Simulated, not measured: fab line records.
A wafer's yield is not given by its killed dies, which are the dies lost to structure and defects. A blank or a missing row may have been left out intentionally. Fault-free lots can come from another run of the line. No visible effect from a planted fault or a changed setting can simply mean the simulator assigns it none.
fab line records	flow nand-harc
record lots=5	wafers=15	last-day=34
route steps=1302 shown P_M0@263 P_M1@285 END@1302
lots with no fault: from the same line, run without faults
start-h: the number of hours between the record's first day and the start of the first shown wafer of the lot	wait-h: time in hours since the lot's previous step	" unchanged from the row above	L1.1+2: one row covering several wafers at once	- value missing, or start not given	* or withheld: withheld	< > ~ a bound
route shown NAME@n: names a module that has steps shown in the file, with the first one's number in the route	usual: mean/standard deviation taken from wafers without a fault	same: alike in all rows	chamber/n: place in a boat	sites: each site's reading	_std_site: the standard deviation of these	_edge_site: the outer-site mean with the inner-site mean subtracted	radius-mm: how far each site lies from the wafer's centre	mask NAME#n: copy n	behind: the most recent tool/chamber to have shaped the wafer	hold: reason for holding the lot/hours on hold/outcome of the hold	device: which transistor (n, p or np) failed to switch	end of line: the route-end tests of the same wafers	a step with no rows: only its recipe	killed: dies lost to structure and defects at the first sort, not the wafer's yield	map: per-die view of a wafer (x killed, . not killed, _ where there is no die)
set.NAME: the setting as run; set.NAME@STEP: as run at that earlier step	model.NAME: the simulator's own value behind a step, which no gauge read
lots at some steps of the route; a table a step, a row a wafer
services: the hour from which a tool's chamber was out of use, counted from the record's first day as start-h (under 0 if before that day), plus the number of hours and why
## steps
# step NHARC_P_M0_CD_MEAS_09
# recipe target-cd-nm=90	landing-energy-ev=500
# usual cd-nm=89.7/0.71
lot.wafer	tool	chamber	start-h	wait-h	cd-nm
L501.3	cd-sem-01	0	145.31	-	88.4
L501.4	"	0	"	"	88.7
L501.5	"	0	"	"	88.5
L504.2	cd-sem-03	0	172.17	-	90.7
L504.4	"	0	"	"	90.3
L504.5	"	0	"	"	90.8
L511.2	cd-sem-03	0	251.90	-	89.1
L511.3	"	0	"	"	89.4
L511.4	"	0	"	"	89.3
L519.4	cd-sem-02	0	316.24	-	89.1
L519.5	"	0	"	"	88.4
L519.6	"	0	"	"	88.6
L521.1	cd-sem-03	0	360.24	-	90.2
L521.4	"	0	"	"	90.0
L521.5	"	0	"	"	89.3
# step NHARC_P_M0_OVL_MEAS_10
# recipe pitch-nm=180
# usual overlay-x-nm=0.1/0.77	overlay-y-nm=0.1/0.72
lot.wafer	tool	chamber	start-h	wait-h	overlay-x-nm	overlay-y-nm
L501.3	overlay-01	-	145.40	-	-0.5	-0.3
L501.4	"	-	"	"	-1.3	0.0
L501.5	"	-	"	"	-0.7	0.0
L504.2	overlay-02	-	172.25	-	-0.4	-0.7
L504.4	"	-	"	"	-0.4	-0.6
L504.5	"	-	"	"	-0.8	-1.3
L511.2	overlay-01	-	251.99	-	0.5	0.4
L511.3	"	-	"	"	0.1	0.7
L511.4	"	-	"	"	1.2	-0.1
L519.4	overlay-01	-	316.33	-	0.3	1.1
L519.5	"	-	"	"	-0.2	0.7
L519.6	"	-	"	"	0.3	0.6
L521.1	overlay-02	-	360.33	-	0.8	1.4
L521.4	"	-	"	"	0.5	1.1
L521.5	"	-	"	"	0.9	1.3
# step NHARC_P_M0_INSPECT_11
# usual raw-defect-count=4.0/2.3
lot.wafer	tool	chamber	start-h	wait-h	raw-defect-count
L501.3	defect-inspect-02	-	145.43	0.0	2
L501.4	"	-	"	"	6
L501.5	"	-	"	"	3
L504.2	defect-inspect-02	-	172.29	0.0	1
L504.4	"	-	"	"	3
L504.5	"	-	"	"	4
L511.2	defect-inspect-01	-	252.02	0.0	6
L511.3	"	-	"	"	3
L511.4	"	-	"	"	1
L519.4	defect-inspect-02	-	316.36	0.0	2
L519.5	"	-	"	"	3
L519.6	"	-	"	"	3
L521.1	defect-inspect-02	-	360.37	0.0	5
L521.4	"	-	"	"	6
L521.5	"	-	"	"	6
# step NHARC_P_M0_DESCUM_14
# recipe time-s=3	o2-flow-sccm=200	ar-flow-sccm=0	bias-power-w=0	chemistry=O2
# step NHARC_P_M0_ETCH_34
# recipe target-depth-a=400	overetch-a=120	time-s=43.94	ion-energy-ev=200	n2-flow-sccm=150	h2-flow-sccm=150	ar-flow-sccm=0	rf-w=400	bias-w=150	chemistry=N2/H2
# usual drypump-motor-current-A=5.9/0.35	oes-product-au=1.000/0.0084	rf-vpp-V=431.3/2.9	showerhead-plenum-p-Torr=2.07/0.1	throttle-valve-pct=14.171/0.0088
lot.wafer	tool	chamber	start-h	wait-h	drypump-motor-current-A	oes-product-au	rf-hours-counter-h	rf-vpp-V	showerhead-plenum-p-Torr	throttle-valve-pct
L501.3	rie-diel-07	1	145.58	0.1	6.0	0.993	2	433.0	2.15	14.178
L501.4	"	0	"	"	6.2	1.016	2	434.7	2.15	14.171
L501.5	"	2	"	"	6.1	1.004	-	425.6	1.88	14.159
L504.4	rie-diel-07	0	172.44	0.1	6.2	0.996	7	434.4	2.15	14.166
L504.2	"	1	"	"	5.9	0.997	5	434.1	2.15	14.184
L504.5	"	0	"	"	6.2	0.998	-	433.9	2.15	14.162
L511.3	rie-diel-07	1	252.17	0.1	5.9	1.001	16	433.8	2.14	14.165
L511.4	"	3	"	"	6.2	1.004	21	432.6	2.11	14.174
L511.2	"	0	"	"	6.2	0.997	21	432.1	2.14	14.160
L519.4	rie-diel-07	3	316.52	0.1	6.3	1.000	1	432.5	2.11	14.170
L519.6	"	0	"	"	6.2	1.004	-	433.9	2.14	14.183
L519.5	"	1	"	"	5.9	0.988	-	433.3	2.14	14.168
L521.1	rie-diel-07	0	360.54	0.1	6.2	1.006	8	433.9	2.14	14.170
L521.4	"	3	"	"	6.3	1.006	-	433.4	2.10	14.171
L521.5	"	0	"	"	6.2	1.010	-	431.5	2.14	14.163
# step NHARC_P_M0_ETCH_15
# recipe target-depth-a=1500	overetch-a=150	time-s=82.5	c4f8-flow-sccm=withheld	ar-flow-sccm=400	rf-w=600	bias-w=300	chemistry=C4F8/Ar
# step NHARC_P_M0_CD_MEAS_16
# usual cd-nm=90.0/0.85
lot.wafer	tool	chamber	start-h	wait-h	cd-nm
L501.3	cd-sem-03	-	145.80	-	88.7
L501.4	"	-	"	"	89.2
L501.5	"	-	"	"	88.9
L504.2	cd-sem-01	-	172.65	-	91.0
L504.4	"	-	"	"	91.0
L504.5	"	-	"	"	91.4
L511.2	cd-sem-03	-	252.38	-	90.0
L511.3	"	-	"	"	89.4
L511.4	"	-	"	"	90.6
L519.4	cd-sem-02	-	316.76	-	89.9
L519.5	"	-	"	"	89.5
L519.6	"	-	"	"	89.2
L521.1	cd-sem-02	-	360.77	-	90.1
L521.4	"	-	"	"	90.1
L521.5	"	-	"	"	89.3
# step NHARC_P_M0_STRIP_18
# recipe power-w=1000	n2-flow-sccm=150	h2-flow-sccm=150	ar-flow-sccm=0	bias-w=0	chemistry=N2/H2
# step NHARC_P_M0_STRIP_19
# recipe time-s=600	temp-c=30	chemistry=post-etch-residue-remover
# step NHARC_P_M0_DEGAS_28
# recipe temp-c=250	time-s=60
# step NHARC_P_M0_PRE_CLEAN_29
# recipe time-s=30	temp-c=280	gas=H2/He
# usual heater-power-w=441/38	susceptor-temp-C=280.03/0.19
lot.wafer	tool	chamber	start-h	wait-h	heater-power-w	susceptor-temp-C
L501.3	pvd-sputter-02	-	-	-	453	279.92
L501.4	"	-	"	"	427	280.32
L501.5	"	-	"	"	462	279.97
L504.2	pvd-sputter-02	-	-	-	454	280.22
L504.4	"	-	"	"	433	279.79
L504.5	"	-	"	"	451	280.17
L511.3	pvd-sputter-03	-	-	-	416	280.12
L511.4	"	-	"	"	375	280.35
L511.2	"	-	"	"	428	280.00
L519.4	pvd-sputter-02	-	-	-	455	280.13
L519.5	"	-	"	"	447	280.01
L519.6	"	-	"	"	451	280.02
L521.4	pvd-sputter-03	-	-	-	427	280.35
L521.1	"	-	"	"	430	280.14
L521.5	"	-	"	"	437	279.86
# step NHARC_P_M0_PVD_20
# recipe target-thk-a=50	bias-v=168.6	power-w=15000	chamber-pressure-pa=0.12	time-s=8.06	substrate-temp-c=50	material=TaN
# usual throttle-valve-pct=29.9/0.96
lot.wafer	tool	chamber	start-h	wait-h	throttle-valve-pct
L501.3	pvd-sputter-02	-	-	-	31.4
L501.4	"	-	"	"	28.9
L501.5	"	-	"	"	31.2
L504.4	pvd-sputter-02	-	-	-	29.7
L504.2	"	-	"	"	31.6
L504.5	"	-	"	"	28.7
L511.2	pvd-sputter-03	-	-	-	28.7
L511.4	"	-	"	"	31.1
L511.3	"	-	"	"	28.3
L519.4	pvd-sputter-02	-	-	-	29.4
L519.6	"	-	"	"	31.5
L519.5	"	-	"	"	29.0
L521.1	pvd-sputter-03	-	-	-	29.2
L521.4	"	-	"	"	31.2
L521.5	"	-	"	"	31.5
# step NHARC_P_M0_PVD_21
# recipe target-thk-a=300	chamber-pressure-pa=5	power-w=5000	substrate-temp-c=30	time-s=20.49	material=Cu
# usual throttle-valve-pct=29.9/0.94
lot.wafer	tool	chamber	start-h	wait-h	throttle-valve-pct
L501.3	pvd-sputter-02	-	146.66	-	29.9
L501.4	"	-	"	"	28.9
L501.5	"	-	"	"	29.8
L504.4	pvd-sputter-02	-	173.51	-	29.8
L504.2	"	-	"	"	29.9
L504.5	"	-	"	"	29.7
L511.2	pvd-sputter-03	-	253.22	-	28.8
L511.4	"	-	"	"	30.7
L511.3	"	-	"	"	28.3
L519.4	pvd-sputter-02	-	317.61	-	29.1
L519.5	"	-	"	"	29.6
L519.6	"	-	"	"	31.1
L521.4	pvd-sputter-03	-	361.73	-	29.4
L521.1	"	-	"	"	31.4
L521.5	"	-	"	"	29.2
# step NHARC_P_M0_ECD_22
# recipe target-thk-a=4000	bath-temp-c=25	material=Cu
# step NHARC_P_M0_ANNEAL_30
# recipe temp-c=225	time-s=90
# usual wafer_temp_C_max=226.09/0.24
lot.wafer	tool	chamber	start-h	wait-h	wafer_temp_C_max
L501.3	rtp-anneal-01	0	147.25	0.3	226.30
L501.4	"	0	"	"	226.69
L501.5	"	0	"	"	226.38
L504.2	rtp-anneal-01	0	174.11	-	226.08
L504.4	"	0	"	"	225.85
L504.5	"	0	"	"	226.29
L511.2	rtp-anneal-02	0	253.79	-	225.96
L511.3	"	0	"	"	225.85
L511.4	"	0	"	"	226.00
L519.4	rtp-anneal-02	0	318.26	-	226.24
L519.5	"	0	"	"	226.16
L519.6	"	0	"	"	226.10
L521.1	rtp-anneal-02	0	362.23	0.3	225.93
L521.4	"	0	"	"	226.00
L521.5	"	0	"	"	226.09
# step NHARC_P_M0_CMP_23
# recipe t-overpolish-s=20	target-thk-nm=117.54
# step NHARC_P_M0_SRD_25
# step NHARC_P_M0_INSPECT_27
# usual raw-defect-count=323/130
lot.wafer	tool	chamber	start-h	wait-h	raw-defect-count
L501.3	defect-inspect-01	-	147.96	0.0	221
L501.4	"	-	"	"	208
L501.5	"	-	"	"	475
L504.2	defect-inspect-02	-	174.89	0.0	242
L504.4	"	-	"	"	321
L504.5	"	-	"	"	266
L511.2	defect-inspect-01	-	254.56	0.0	225
L511.3	"	-	"	"	302
L511.4	"	-	"	"	286
L519.4	defect-inspect-02	-	318.92	0.0	209
L519.5	"	-	"	"	162
L519.6	"	-	"	"	327
L521.1	defect-inspect-02	-	363.04	0.0	345
L521.4	"	-	"	"	267
L521.5	"	-	"	"	319
# step NHARC_P_M0_PRE_CLEAN_31
# recipe time-s=12	temp-c=370	rf-power-w=300	gas=NH3
# step NHARC_P_M0_DEP_32
# recipe target-thk-a=300	temp-c=370	target-thk-nm=30	pressure-torr=3	flow-sccm=200	rf-w=450	material=SiCN
# step NHARC_P_M1_DEP_00
# recipe target-thk-a=1825	target-thk-nm=182.5	temp-c=withheld	pressure-torr=5	flow-sccm=200	rf-w=600	material=SiOC
# step NHARC_P_M1_DEHYDRATE_01
# recipe temp-c=150	time-s=120
# step NHARC_P_M1_HMDS_02
# recipe time-s=30
# step NHARC_P_M1_COAT_34
# recipe temp-c=200	time-s=65
# step NHARC_P_M1_COAT_03
# recipe spin-rpm=1500	resist-thk-nm=90
# step NHARC_P_M1_SOFTBAKE_04
# recipe temp-c=105	time-s=55
# step NHARC_P_M1_EBR_05
# step NHARC_P_M1_EXPOSE_06
# recipe na=1.35	target-cd-nm=130	dose-mj=81.88	mask-id=P_M1
# step NHARC_P_M1_PEB_07
# recipe peb-temp-c=100	peb-time-s=65
# step NHARC_P_M1_DEVELOP_08
# recipe develop-time-s=35	dev-temp-c=23
# step NHARC_P_M1_CD_MEAS_09
# recipe target-cd-nm=130	landing-energy-ev=500
# usual cd-nm=129.9/0.69
lot.wafer	tool	chamber	start-h	wait-h	cd-nm
L501.3	cd-sem-03	0	149.23	-	130.1
L501.4	"	0	"	"	129.5
L501.5	"	0	"	"	129.4
L504.2	cd-sem-02	0	176.29	-	130.9
L511.2	cd-sem-01	0	255.95	-	130.2
L511.3	"	0	"	"	130.7
L511.4	"	0	"	"	130.4
L519.4	cd-sem-02	0	320.20	-	129.3
L519.5	"	0	"	"	130.2
L519.6	"	0	"	"	129.6
L521.1	cd-sem-02	0	364.43	-	129.3
L521.4	"	0	"	"	130.8
L521.5	"	0	"	"	130.1
# step NHARC_P_M1_OVL_MEAS_10
# recipe pitch-nm=260
# usual overlay-x-nm=0.1/0.9	overlay-y-nm=0.3/0.84
lot.wafer	tool	chamber	start-h	wait-h	overlay-x-nm	overlay-y-nm
L501.3	overlay-02	-	149.32	-	-0.4	0.7
L501.4	"	-	"	"	0.2	0.9
L501.5	"	-	"	"	0.2	0.4
L504.2	overlay-01	-	176.38	-	0.1	0.9
L511.2	overlay-01	-	256.03	-	0.1	0.0
L511.3	"	-	"	"	-0.1	0.2
L511.4	"	-	"	"	0.5	0.1
L519.4	overlay-01	-	320.28	-	-0.1	0.9
L519.5	"	-	"	"	-0.4	0.7
L519.6	"	-	"	"	0.6	1.0
L521.1	overlay-02	-	364.52	-	0.7	0.4
L521.4	"	-	"	"	0.8	0.9
L521.5	"	-	"	"	1.1	1.0
# step NHARC_P_M1_INSPECT_11
# usual raw-defect-count=4.1/2.6
lot.wafer	tool	chamber	start-h	wait-h	raw-defect-count
L501.3	defect-inspect-02	-	149.35	0.0	0
L501.4	"	-	"	"	4
L501.5	"	-	"	"	4
L504.2	defect-inspect-01	-	176.42	0.0	4
L511.2	defect-inspect-02	-	256.07	0.0	4
L511.3	"	-	"	"	6
L511.4	"	-	"	"	1
L519.4	defect-inspect-02	-	320.31	0.0	2
L519.5	"	-	"	"	4
L519.6	"	-	"	"	3
L521.1	defect-inspect-02	-	364.55	0.0	5
L521.4	"	-	"	"	6
L521.5	"	-	"	"	4
# step NHARC_P_M1_DESCUM_14
# recipe time-s=3	o2-flow-sccm=200	ar-flow-sccm=0	bias-power-w=0	chemistry=O2
# usual drypump-motor-current-A=5.7/0.48	oes-product-au=0.998/0.0082	rf-vpp-V=57.6/0.92	showerhead-plenum-p-Torr=1.89/0.085	throttle-valve-pct=11.311/0.0097
lot.wafer	tool	chamber	start-h	wait-h	drypump-motor-current-A	oes-product-au	rf-hours-counter-h	rf-vpp-V	showerhead-plenum-p-Torr	throttle-valve-pct
L501.3	rie-diel-02	2	149.41	0.1	5.8	0.994	6	58.3	1.98	11.290
L501.4	"	0	"	"	5.7	0.982	6	58.1	1.81	11.310
L501.5	"	3	"	"	6.3	0.983	-	57.0	1.96	11.312
L504.2	rie-diel-06	1	176.49	0.1	5.7	0.997	4	58.7	1.87	11.311
L511.3	rie-diel-02	1	256.14	0.1	5.2	0.999	2	56.7	1.80	11.307
L511.4	"	2	"	"	5.8	0.988	2	56.6	1.98	11.325
L511.2	"	3	"	"	6.3	1.004	2	59.5	1.95	11.313
L519.4	rie-diel-02	2	320.38	0.1	5.7	0.986	7	57.4	1.98	11.307
L519.5	"	1	"	"	5.2	0.997	-	57.8	1.80	11.305
L519.6	"	2	"	"	5.7	0.984	-	57.9	1.98	11.317
L521.4	rie-diel-05	3	364.62	0.1	4.9	0.995	42	56.2	1.77	11.315
L521.1	"	0	"	"	5.5	1.002	41	57.5	1.99	11.321
L521.5	"	3	"	"	4.9	1.006	-	55.5	1.77	11.317
# step NHARC_P_M1_ETCH_35
# recipe target-depth-a=400	overetch-a=120	time-s=43.94	ion-energy-ev=200	n2-flow-sccm=150	h2-flow-sccm=150	ar-flow-sccm=0	rf-w=400	bias-w=150	chemistry=N2/H2
# step NHARC_P_M1_ETCH_15
# recipe target-depth-a=1825	time-s=91.2	c4f8-flow-sccm=withheld	ar-flow-sccm=400	rf-w=600	bias-w=300	chemistry=C4F8/Ar
# step NHARC_P_M1_CD_MEAS_16
# usual cd-nm=130.1/0.8
lot.wafer	tool	chamber	start-h	wait-h	cd-nm
L501.3	cd-sem-01	-	149.73	-	129.7
L501.4	"	-	"	"	128.9
L501.5	"	-	"	"	129.5
L504.2	cd-sem-02	-	176.78	-	131.6
L511.2	cd-sem-02	-	256.45	-	130.1
L511.3	"	-	"	"	130.9
L511.4	"	-	"	"	131.0
L519.4	cd-sem-02	-	320.69	-	130.1
L519.5	"	-	"	"	130.5
L519.6	"	-	"	"	129.6
L521.1	cd-sem-03	-	364.92	-	128.6
L521.4	"	-	"	"	131.1
L521.5	"	-	"	"	130.4
# step NHARC_P_M1_STRIP_18
# recipe power-w=1000	n2-flow-sccm=150	h2-flow-sccm=150	ar-flow-sccm=0	bias-w=0	chemistry=N2/H2
# step NHARC_P_M1_ETCH_28
# recipe target-depth-a=300	over-etch-frac=0.3	time-s=72.99	ion-energy-ev=150	cf4-flow-sccm=50	n2-flow-sccm=100	ar-flow-sccm=150	rf-w=300	bias-w=100	chemistry=CF4/N2
# step NHARC_P_M1_STRIP_19
# recipe time-s=600	temp-c=30	chemistry=post-etch-residue-remover
# step NHARC_END_SORT_01
# recipe temp-c=25
# usual defect-limited-yield=89.8/2.4	killed-at-array=64/16	killed-at-other=1.0/1.1	killed-at-periphery=3.5/2.3	killed-dies=69/17	killed-open=3.2/1.6	killed-short=2.4/1.6
# same gross-dies=677
lot.wafer	tool	chamber	start-h	wait-h	defect-limited-yield[%]	killed-at-array	killed-at-other	killed-at-periphery	killed-dies	killed-open	killed-short
L504.4	prober-02	0	603.71	3.4	0.1	75	2	599	676	5	1
L504.5	prober-02	0	604.51	3.7	0.7	71	1	600	672	4	1
# killed by level:class
L504.4 P_M0:area-pvd=598 A_CHANNEL_HOLE_D1:chamber-film-flake=27 A_SLIT:chamber-film-flake=25 A_CHANNEL_HOLE_D2:chamber-film-flake=9 A_CONTACT:chamber-film-flake=4 A_ZERO_WELL:chamber-film-flake=2 THIN_TSV:chamber-film-flake=2 A_SOURCE_PLATE:geometric-particle:short=1
L504.5 P_M0:area-pvd=596 A_CHANNEL_HOLE_D1:chamber-film-flake=29 A_SLIT:chamber-film-flake=22 A_CHANNEL_HOLE_D2:chamber-film-flake=10 A_STAIRCASE:chamber-film-flake=3 A_CONTACT:chamber-film-flake=2 A_M0:chamber-film-flake=2 P_GATE:geometric-particle:open=1
# map L504.4 (x killed, . not)
____________x____________
_________xxxxxxx_________
_______xxxxxxxxxxx_______
______xxxxxxxxxxxxx______
_____xxxxxxxxxxxxxxx_____
____xxxxxxxxxxxxxxxxx____
____xxxxxxxxxxxxxxxxx____
___xxxxxxxxxxxxxxxxxxx___
___xxxxxxxxxxxxxxxxxxx___
__xxxxxxxxxxxxxxxxxxxxx__
__xxxxxxxxxxx.xxxxxxxxx__
_xxxxxxxxxxxxxxxxxxxxxxx_
_xxxxxxxxxxxxxxxxxxxxxxx_
_xxxxxxxxxxxxxxxxxxxxxxx_
_xxxxxxxxxxxxxxxxxxxxxxx_
_xxxxxxxxxxxxxxxxxxxxxxx_
xxxxxxxxxxxxxxxxxxxxxxxxx
xxxxxxxxxxxxxxxxxxxxxxxxx
xxxxxxxxxxxxxxxxxxxxxxxxx
xxxxxxxxxxxxxxxxxxxxxxxxx
xxxxxxxxxxxxxxxxxxxxxxxxx
_xxxxxxxxxxxxxxxxxxxxxxx_
_xxxxxxxxxxxxxxxxxxxxxxx_
_xxxxxxxxxxxxxxxxxxxxxxx_
_xxxxxxxxxxxxxxxxxxxxxxx_
_xxxxxxxxxxxxxxxxxxxxxxx_
__xxxxxxxxxxxxxxxxxxxxx__
__xxxxxxxxxxxxxxxxxxxxx__
___xxxxxxxxxxxxxxxxxxx___
___xxxxxxxxxxxxxxxxxxx___
____xxxxxxxxxxxxxxxxx____
____xxxxxxxxxxxxxxxxx____
_____xxxxxxxxxxxxxxx_____
______xxxxxxxxxxxxx______
_______xxxxxxxxxxx_______
_________xxxxxxx_________
____________x____________
# map L501.4 (x killed, . not)
____________.____________
_________......._________
_______..........._______
______.............______
_____..............._____
____.................____
____.................____
___..................x___
___...x...............___
__.....................__
__..................x..__
_.x......x...........x.._
_......................._
_......................._
_......................._
_......................._
................x..x.....
..................x......
..................x...x..
..................xxx.x.x
................xxxxx....
_.....x.........xxxxx..._
_..............xxxxxx..._
_................xx.x..._
_................xxxx.x._
_.................xxxxxx_
__..................x..__
__..............x......__
___...................___
___.................x.___
____...............x.____
____...........x.....____
_____......x........_____
______.............______
_______..........._______
_________......._________
____________.____________
## services
tool	chamber	start-h	hours	kind
rie-diel-05	0	133.98	3.9	repair
pvd-sputter-03	-	137.86	2.8	repair
rie-diel-07	1	155.18	8.4	repair
rie-diel-05	0	159.05	37.6	repair
rie-diel-07	-	162.56	0.9	repair
rie-diel-05	1	168.30	2.3	repair
pvd-sputter-03	-	170.04	10.0	pm
rie-diel-07	1	179.28	12.6	repair
pvd-sputter-03	-	181.29	1.3	repair
rie-diel-02	0	192.96	6.3	repair
rie-diel-07	2	213.35	5.8	repair
rie-diel-02	-	216.70	9.0	pm
rie-diel-05	-	229.65	9.0	pm
pvd-sputter-02	-	239.40	1.9	repair
pvd-sputter-02	-	243.30	18.0	repair
rie-diel-05	3	276.72	2.4	repair
rie-diel-02	2	277.98	14.9	repair
pvd-sputter-02	-	282.00	10.0	pm
rie-diel-07	-	294.20	9.0	pm
rie-diel-05	-	314.84	0.7	repair
rie-diel-07	0	339.75	4.4	repair
pvd-sputter-03	-	348.04	10.0	pm
rie-diel-07	1	351.24	18.8	repair
rie-diel-07	0	352.07	4.7	repair
## key
first-sign step=NHARC_END_SORT_01	reading=killed-at-periphery	direction=up	sigmas=99+	usual=3.5	struck=599.5
effect step=NHARC_END_SORT_01	reading=defect-limited-yield	direction=down	sigmas=37	usual=89.8	struck=0.4
more-kills-born-at NHARC_P_M0_PVD_21@pvd-sputter-02=1194
met-at NHARC_P_M0_PVD_21
struck-wafers L504.4,L504.5
later-rows-left-out L504.4,L504.5
onset-between 146.66 173.51
fault kind=process-parameter-drift	tool=pvd-sputter-02	chamber=-	onset-h=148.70	steps=NHARC_P_M0_PVD_21	channel=target-thk-a	offset=*	shape=step	end-h=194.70	acts-in=*	stated=*	scope=struck-wafers-only
# later-rows-left-out: the simulator's readings of these wafers behind a module that went badly wrong aren't trusted and aren't shown, but for the sort
